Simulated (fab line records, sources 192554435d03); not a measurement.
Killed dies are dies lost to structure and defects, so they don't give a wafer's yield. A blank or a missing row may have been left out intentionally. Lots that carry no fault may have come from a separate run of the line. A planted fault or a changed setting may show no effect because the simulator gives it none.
fab line records	flow n5_finfet
[record] lots = 9	wafers = 26	last_day = 18
route steps=1938 shown BEOL_M1@788 BEOL_M4@1111 PASSIVATION@1936
lots that met no fault: from a run of the same line without faults
start_h: start of the lot's first displayed wafer, in hours after the record's first day	wait_h: how many hours have passed since the lot's step before this one	" the same as in the row above	L1.1+2: a row that stands for several wafers	- either no value or no given start	* or withheld: withheld	< > ~ a bound
route shown NAME@n: NAME is a module with steps in the file, n the number in the route of the first one	usual: mean/standard deviation of fault-free wafers	same: alike in all rows	chamber/n: place in a boat	sites: the reading at each site	_std_site: the standard deviation of these	_edge_site: inner sites' mean taken away from outer sites' mean	radius_mm: for every site, how far away it sits from the centre of the wafer	mask NAME#n: copy n	behind: the most recent tool/chamber to have shaped the wafer	hold: why the lot went on hold/how many hours it stayed there/how the hold came to an end	device: which transistor (n, p or np) failed to switch	end of line: the route-end tests of the same wafers	a step given without rows: its recipe and nothing more	killed: count of dies lost to structure and defects at first sort (not the wafer's yield)	map: dies across one wafer; x = killed, . = not, _ = none there
set.NAME: the setting as run; set.NAME@STEP: as run at that earlier step	model.NAME: the simulator's own value behind a step, which no gauge read
route steps across a sampled set of lots; one table per step, one row per wafer
services: the hour from which a tool's chamber was out of use, counted from the record's first day as start_h (under 0 if before that day), plus the number of hours and why
[[steps]]
[step N5_BEOL_M1_INSPECT_30]
[recipe] mode = adi	inspect_instrument = brightfield
[usual] raw_defect_count = 435/92
lot.wafer	tool	chamber	start_h	wait_h	raw_defect_count
L795.4	defect_inspect-01	-	123.66	0.0	290
L795.5	"	-	"	"	319
L795.6	"	-	"	"	357
L796.1	defect_inspect-01	-	128.01	0.1	402
L796.2	"	-	"	"	411
L796.6	"	-	"	"	536
L800.3	defect_inspect-02	-	154.05	0.0	444
L800.4	"	-	"	"	487
L800.6	"	-	"	"	460
L805.1	defect_inspect-02	-	182.39	0.1	548
L805.3	"	-	"	"	457
L805.6	"	-	"	"	592
L808.2	defect_inspect-01	-	204.65	0.0	710
L808.5	"	-	"	"	416
L808.6	"	-	"	"	589
L809.3	defect_inspect-01	-	208.82	0.0	440
L809.4	"	-	"	"	383
L809.6	"	-	"	"	577
L815.1	defect_inspect-02	-	247.89	0.1	437
L815.2	"	-	"	"	410
L815.6	"	-	"	"	343
L816.1	defect_inspect-02	-	254.32	0.1	437
L816.3	"	-	"	"	485
L818.2	defect_inspect-02	-	266.79	0.0	404
L818.4	"	-	"	"	364
L818.6	"	-	"	"	413
[step N5_BEOL_M1_ETCH_77]
[recipe] chemistry = N2/H2	target = underlayer	target_depth_a = 65	mask_material = CAR-EUV	time_s = 5.2	ion_energy_ev = 200	pressure_mtorr = 30	source_w = 840	bias_w = 150	n2_flow_sccm = 200	h2_flow_sccm = 200	ends = cleared
[usual] bias_w = 150.0/0.42	chamber_pressure_mTorr = 30.00/0.039	drypump_motor_current_A = 5.8/0.43	etch_rf_on_time_s = 5.20/0.13	oes_product_au = 0.65/0.068	rf_vpp_V = 523.7/2.5	showerhead_plenum_p_Torr = 2.54/0.076	throttle_valve_pct = 17.83/0.21
lot.wafer	tool	chamber	start_h	wait_h	bias_w	chamber_pressure_mTorr	drypump_motor_current_A	etch_rf_on_time_s	oes_product_au	rf_hours_counter_h	rf_vpp_V	showerhead_plenum_p_Torr	throttle_valve_pct
L795.4	rie_diel-02	2	123.73	0.0	149.7	29.95	5.7	5.22	0.63	173	526.7	2.65	18.02
L795.5	"	1	"	"	149.6	30.03	5.2	5.15	0.66	-	521.2	2.45	17.61
L795.6	"	2	"	"	149.8	29.94	5.8	5.22	0.64	-	525.1	2.65	18.04
L796.1	rie_diel-06	1	128.09	0.0	149.8	30.00	5.5	5.19	0.58	222	524.2	2.53	17.87
L796.2	"	0	"	"	149.9	29.94	5.9	5.22	0.60	235	522.4	2.49	17.96
L796.6	"	3	"	"	149.9	29.97	5.5	4.96	0.80	-	525.6	2.58	17.49
L800.3	rie_diel-01	2	154.11	0.0	150.8	30.01	5.6	5.24	0.63	176	523.1	2.55	17.85
L800.4	"	1	"	"	149.9	30.05	6.5	5.24	0.76	28	523.0	2.48	17.61
L800.6	"	1	"	"	150.5	30.02	6.5	5.29	0.77	-	522.7	2.48	17.58
L805.1	rie_diel-01	1	182.46	0.0	150.1	30.02	6.5	5.23	0.75	32	522.3	2.48	17.61
L805.3	"	0	"	"	149.9	30.01	5.4	5.19	0.68	82	522.4	2.55	17.91
L805.6	"	3	"	"	149.8	30.03	5.9	5.25	0.71	-	526.8	2.65	17.61
L808.2	rie_diel-01	0	204.72	0.0	-	-	-	-	-	-	-	-	-
L808.5	"	3	"	"	-	-	-	-	-	-	-	-	-
L808.6	"	0	"	"	-	-	-	-	-	-	-	-	-
L809.3	rie_diel-01	3	208.89	0.0	-	-	-	-	-	-	-	-	-
L809.4	"	0	"	"	-	-	-	-	-	-	-	-	-
L809.6	"	2	"	"	-	-	-	-	-	-	-	-	-
L815.1	rie_diel-02	2	247.96	0.0	149.8	29.99	5.8	5.28	0.61	214	524.4	2.63	18.13
L815.2	"	1	"	"	149.7	30.01	5.2	5.25	0.62	184	517.5	2.43	17.68
L815.6	"	3	"	"	150.1	30.03	6.4	5.50	0.55	-	521.2	2.48	17.89
L816.1	rie_diel-06	3	254.39	0.0	150.1	30.02	5.5	4.99	0.73	62	525.7	2.56	17.54
L816.3	"	0	"	"	150.1	30.04	5.9	5.02	0.79	19	524.8	2.48	17.70
L818.2	rie_diel-01	1	266.86	0.0	150.5	29.95	6.4	5.32	0.72	60	521.4	2.47	17.64
L818.4	"	3	"	"	150.1	30.03	5.9	5.19	0.69	127	527.1	2.63	17.65
L818.6	"	3	"	"	149.9	30.02	5.9	5.26	0.67	-	529.9	2.63	17.66
[step N5_BEOL_M1_ETCH_69]
[recipe] chemistry = CF4	target = SiARC	target_depth_a = 156	mask_material = CAR-EUV	time_s = 26	ion_energy_ev = 80	pressure_mtorr = 40	source_w = 545	bias_w = 36	Ar_flow_sccm = 100	cf4_flow_sccm = 100	ends = cleared
[usual] bias_w = 36.01/0.11	cf4_flow_sccm = 100.0/0.31	drypump_motor_current_A = 5.8/0.43	etch_rf_on_time_s = 26.0/0.55	oes_product_au = 0.66/0.067	rf_vpp_V = 184.1/1	showerhead_plenum_p_Torr = 2.14/0.063	throttle_valve_pct = 15.60/0.24
lot.wafer	tool	chamber	start_h	wait_h	bias_w	cf4_flow_sccm	drypump_motor_current_A	etch_rf_on_time_s	oes_product_au	rf_hours_counter_h	rf_vpp_V	showerhead_plenum_p_Torr	throttle_valve_pct
L795.4	rie_diel-02	2	123.74	0.0	35.83	99.7	5.8	26.1	0.63	173	184.9	2.21	15.71
L795.5	"	1	"	"	36.08	99.4	5.2	25.6	0.67	-	181.7	2.06	15.26
L795.6	"	2	"	"	36.01	99.5	5.8	26.3	0.64	-	184.9	2.21	15.70
L796.1	rie_diel-06	1	128.11	0.0	36.04	100.2	5.5	25.8	0.59	222	184.4	2.11	15.56
L796.2	"	0	"	"	36.00	100.7	6.0	26.3	0.59	235	184.4	2.11	15.72
L796.6	"	3	"	"	35.97	99.8	5.5	24.8	0.80	-	184.7	2.18	15.28
L800.3	rie_diel-01	2	154.13	0.0	36.17	99.5	5.6	25.7	0.63	176	185.1	2.14	15.42
L800.4	"	1	"	"	36.03	100.1	6.4	26.3	0.77	28	182.6	2.11	15.41
L800.6	"	1	"	"	36.15	100.1	6.4	26.2	0.77	-	183.5	2.11	15.42
L805.1	rie_diel-01	1	182.48	0.0	36.15	100.8	6.4	26.5	0.75	32	184.5	2.11	15.41
L805.3	"	0	"	"	36.04	100.2	5.4	25.9	0.68	83	184.3	2.17	15.86
L805.6	"	3	"	"	36.02	99.6	5.9	26.2	0.70	-	185.2	2.25	15.53
L808.2	rie_diel-01	0	204.74	0.0	36.03	100.3	5.3	25.7	0.68	90	185.2	2.16	15.86
L808.5	"	3	"	"	35.98	99.9	5.9	26.1	0.70	-	185.2	2.24	15.54
L808.6	"	0	"	"	36.15	99.6	5.4	25.5	0.68	-	185.1	2.16	15.85
L809.3	rie_diel-01	3	208.90	0.0	36.04	99.7	5.9	25.7	0.70	110	185.2	2.24	15.55
L809.4	"	0	"	"	35.88	100.1	5.4	25.5	0.68	91	184.9	2.16	15.86
L809.6	"	2	"	"	35.89	100.3	5.6	25.5	0.62	-	185.0	2.13	15.46
L815.1	rie_diel-02	2	247.97	0.0	35.98	99.7	5.8	26.2	0.60	214	184.4	2.20	15.77
L815.2	"	1	"	"	35.85	100.1	5.2	26.2	0.63	184	182.5	2.04	15.35
L815.6	"	3	"	"	36.08	100.5	6.4	27.1	0.55	-	184.8	2.10	15.77
L816.1	rie_diel-06	3	254.40	0.0	35.83	100.0	5.5	25.2	0.73	62	185.1	2.17	15.38
L816.3	"	0	"	"	36.13	100.0	5.9	25.5	0.78	19	182.4	2.10	15.32
L818.2	rie_diel-01	1	266.88	0.0	36.09	100.6	6.4	26.8	0.71	60	183.9	2.10	15.51
L818.4	"	3	"	"	36.19	99.9	5.9	26.1	0.68	127	184.6	2.24	15.58
L818.6	"	3	"	"	36.20	100.1	5.9	26.0	0.69	-	185.6	2.24	15.57
[step N5_BEOL_M1_ALD_98]
[recipe] material = SiO2	target_thk_a = 25	temp_c = 100	ald_precursor_family = BDEAS	ald_co_reactant = O2-plasma	pulse_time_s = 1	co_reactant_pulse_time_s = 1	purge_time_s = 2	co_reactant_purge_time_s = 2	ald_cycles = 17	pressure_torr = 2
[usual] heater_power_w = 81/9	precursor_pulse_height_rel = 1.000/0.019
lot.wafer	tool	chamber	start_h	wait_h	heater_power_w	precursor_pulse_height_rel
L795.4	ald_sin-03	3	124.01	0.2	77	0.967
L795.5	"	2	"	"	88	0.981
L795.6	"	3	"	"	78	1.049
L796.1	ald_sin-03	2	128.21	0.1	86	1.029
L796.2	"	0	"	"	68	1.010
L796.6	"	1	"	"	91	1.001
L800.3	ald_sin-02	3	154.93	0.8	87	1.012
L800.4	"	1	"	"	70	0.999
L800.6	"	0	"	"	73	0.981
L805.1	ald_sin-02	1	182.85	0.3	68	1.048
L805.3	"	3	"	"	84	0.969
L805.6	"	0	"	"	75	1.020
L808.2	ald_sin-02	2	204.82	0.1	79	1.050
L808.5	"	3	"	"	87	0.993
L808.6	"	2	"	"	80	0.989
L809.3	ald_sin-02	2	208.99	0.1	78	0.998
L809.4	"	0	"	"	74	1.008
L809.6	"	1	"	"	67	0.959
L815.1	ald_sin-04	2	248.06	0.1	89	1.003
L815.2	"	3	"	"	97	0.991
L815.6	"	0	"	"	69	1.035
L816.1	ald_sin-03	3	254.49	0.1	80	0.991
L816.3	"	1	"	"	91	1.021
L818.2	ald_sin-02	0	266.96	0.1	73	1.000
L818.4	"	3	"	"	87	0.990
L818.6	"	3	"	"	86	0.997
[step N5_BEOL_M4_RC_MEAS_101]
[usual] DIBL_N = 36.5/1.8	DIBL_P = 36.5/2.1	IOFF_N = 0.17/0.031	IOFF_P = 0.22/0.036	ION_N = 677/11	ION_P = 463/8	SS_N = 71.6/0.61	SS_P = 73.3/0.63	VT_N = 249/3.1	VT_P = -250/3.3
lot.wafer	tool	chamber	start_h	wait_h	DIBL_N[mV/V]	DIBL_P[mV/V]	IOFF_N[nA/um]	IOFF_P[nA/um]	ION_N[uA/um]	ION_P[uA/um]	SS_N[mV/dec]	SS_P[mV/dec]	VT_N[mV]	VT_P[mV]
L795.4	prober-02	0	166.55	0.5	33.8	32.6	0.12	0.15	655	446	71.0	72.9	253	-257
L795.5	"	0	"	"	35.2	34.7	0.15	0.20	672	457	71.0	73.3	248	-250
L795.6	"	0	"	"	33.9	32.7	0.13	0.16	659	447	70.7	71.9	253	-255
L796.1	prober-01	0	176.20	0.0	37.0	37.2	0.18	0.21	689	466	71.7	73.5	244	-254
L796.2	"	0	"	"	34.9	34.1	0.14	0.16	662	451	70.4	72.6	251	-255
L796.6	"	0	"	"	37.0	35.9	0.17	0.19	683	453	71.9	73.4	248	-254
L800.3	prober-01	0	202.24	0.3	38.5	38.5	0.21	0.26	694	476	72.0	73.7	242	-245
L800.4	"	0	"	"	34.7	34.7	0.14	0.20	681	468	71.0	72.8	250	-248
L800.6	"	0	"	"	36.1	35.5	0.15	0.20	679	469	71.7	73.1	250	-249
L805.1	prober-01	0	236.67	0.0	36.4	35.0	0.18	0.20	679	454	71.9	72.7	246	-252
L805.3	"	0	"	"	38.2	36.7	0.20	0.22	675	452	72.8	73.5	248	-250
L805.6	"	0	"	"	37.4	35.6	0.20	0.21	672	452	71.6	73.1	246	-252
L808.2	prober-02	0	247.60	0.2	38.1	37.8	0.17	0.20	675	452	72.2	73.4	251	-251
L808.5	"	0	"	"	38.4	38.9	0.19	0.23	684	464	72.9	74.0	248	-251
L808.6	"	0	"	"	34.5	34.7	0.12	0.16	672	462	71.4	73.6	252	-255
L809.3	prober-01	0	252.93	0.3	35.1	35.0	0.14	0.20	675	470	71.0	72.8	250	-250
L809.4	"	0	"	"	37.4	38.1	0.18	0.25	676	462	71.0	73.8	248	-248
L809.6	"	0	"	"	35.0	35.1	0.14	0.21	684	471	71.4	72.9	249	-249
L815.1	prober-01	0	306.24	0.0	35.3	37.2	0.15	0.20	679	467	70.5	73.8	250	-252
L815.2	"	0	"	"	34.3	35.6	0.13	0.18	677	464	71.4	73.4	251	-252
L815.6	"	0	"	"	34.7	36.1	0.14	0.19	675	465	71.3	73.8	250	-250
L816.1	prober-02	0	309.07	0.0	33.1	32.2	0.11	0.17	649	458	70.5	72.9	253	-252
L816.3	"	0	"	"	36.2	36.9	0.17	0.22	664	463	72.0	72.4	251	-249
L818.2	prober-01	0	335.20	0.2	37.0	35.4	0.15	0.20	662	456	72.7	72.6	253	-251
L818.4	"	0	"	"	40.1	39.8	0.20	0.28	673	465	72.6	74.4	251	-245
L818.6	"	0	"	"	38.5	38.1	0.18	0.25	667	461	71.9	73.8	248	-247
[step N5_PASSIVATION_PROBE_49]
[usual] defect_limited_yield = 91.4/1.5	killed_at_M0_to_M3 = 35/11	killed_at_M4_up = 16/7	killed_at_contacts = 11/5.3	killed_at_front_end = 37/11	killed_at_other = 3.1/2.8	killed_dies = 102/18	killed_open = 69/15	killed_short = 31/7.8	sort_bin_5_function = 5.1/1.1	sort_bin_6_memory = 3.2/0.69	sort_n_pass = 1078/18	sort_yield_pct = 91.4/1.5
[same] gross_dies = 1180	killed_at_back_side = 0	sort_bin_4_leakage[%] = 0	sort_bin_8_speed[%] = 0
lot.wafer	tool	chamber	start_h	wait_h	defect_limited_yield[%]	killed_at_M0_to_M3	killed_at_M4_up	killed_at_contacts	killed_at_front_end	killed_at_other	killed_dies	killed_open	killed_short	sort_bin_5_function[%]	sort_bin_6_memory[%]	sort_n_pass	sort_yield_pct[%]
L800.3	prober-01	-	303.29	0.1	92.8	21	18	12	30	4	85	62	18	3.6	3.4	1095	92.8
L800.4	prober-01	-	303.34	0.2	89.2	41	34	12	38	2	127	83	43	6.3	4.1	1053	89.2
L800.6	prober-01	-	303.44	0.3	91.8	31	22	12	32	0	97	63	29	5.1	2.8	1083	91.8
// killed by level:class
L800.3 MOL_CONTACT_COAG:geometric_particle:open=11 FIN_SAQP:geometric_particle:open=7 BEOL_M4:geometric_particle:open=6 STI_FIN_REVEAL:geometric_particle:open=5 BEOL_M0_SAQP:geometric_particle:open=5 BEOL_M1:geometric_particle:open=5 GATE_CUT:geometric_particle:open=4 BEOL_M5:geometric_particle:open=4
L800.4 BEOL_M2:geometric_particle:open=10 BEOL_M4:geometric_particle:open=9 FIN_SAQP:geometric_particle:open=8 MOL_CONTACT_COAG:geometric_particle:open=8 BEOL_M0:geometric_particle:open=7 FIN_SAQP:geometric_particle:short=6 BEOL_M0_SAQP:geometric_particle:short=6 BEOL_M8:geometric_particle:open=6
L800.6 MOL_CONTACT_COAG:geometric_particle:open=9 BEOL_M0_SAQP:geometric_particle:open=7 BEOL_M1:geometric_particle:open=7 ILD0:geometric_particle:short=6 BEOL_M2:geometric_particle:open=6 STI_FIN_REVEAL:geometric_particle:open=5 BEOL_M4:geometric_particle:open=5 FIN_SAQP:geometric_particle:short=4
[[services]]
tool	chamber	start_h	hours	kind
ald_sin-02	-	101.15	6.1	pm
ald_sin-02	0	101.15	-	clean
ald_sin-02	1	101.15	-	clean
ald_sin-02	2	101.15	-	clean
ald_sin-02	3	101.15	-	clean
rie_diel-01	1	107.72	3.6	repair
ald_sin-03	-	130.20	1.2	repair
ald_sin-02	3	158.10	10.5	repair
rie_diel-06	2	162.47	4.1	repair
rie_diel-01	-	165.45	15.6	pm
ald_sin-03	1	166.43	8.9	repair
ald_sin-02	2	171.21	14.8	repair
ald_sin-04	-	176.75	14.0	pm
ald_sin-03	1	217.86	2.9	repair
rie_diel-02	0	230.12	-	clean
rie_diel-02	0	230.12	-	consumable_replace:focus_ring
rie_diel-02	0	230.12	-	consumable_replace:showerhead
rie_diel-02	0	230.12	22.2	scheduled_down
rie_diel-02	0	230.12	22.2	vent_cycle
ald_sin-02	2	247.51	6.3	repair
rie_diel-06	1	250.77	15.2	repair
rie_diel-02	3	253.91	-	clean
rie_diel-02	3	253.91	-	consumable_replace:focus_ring
ald_sin-04	0	256.46	6.5	repair
[[key]]
[first_sign] step = N5_BEOL_M1_ETCH_77	reading = tool_record	direction = missing
effect none on later readings
met_at N5_BEOL_M1_ETCH_77
struck_lots L808,L809
not_acting_at N5_BEOL_M1_INSPECT_30,N5_BEOL_M1_ETCH_69,N5_BEOL_M1_ALD_98
onset_between 182.46 204.72
[fault] kind = skipped_step_whole	tool = rie_diel-01	chamber = -	onset_h = 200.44	steps = N5_BEOL_M1_ETCH_77	scope = struck_lots_only
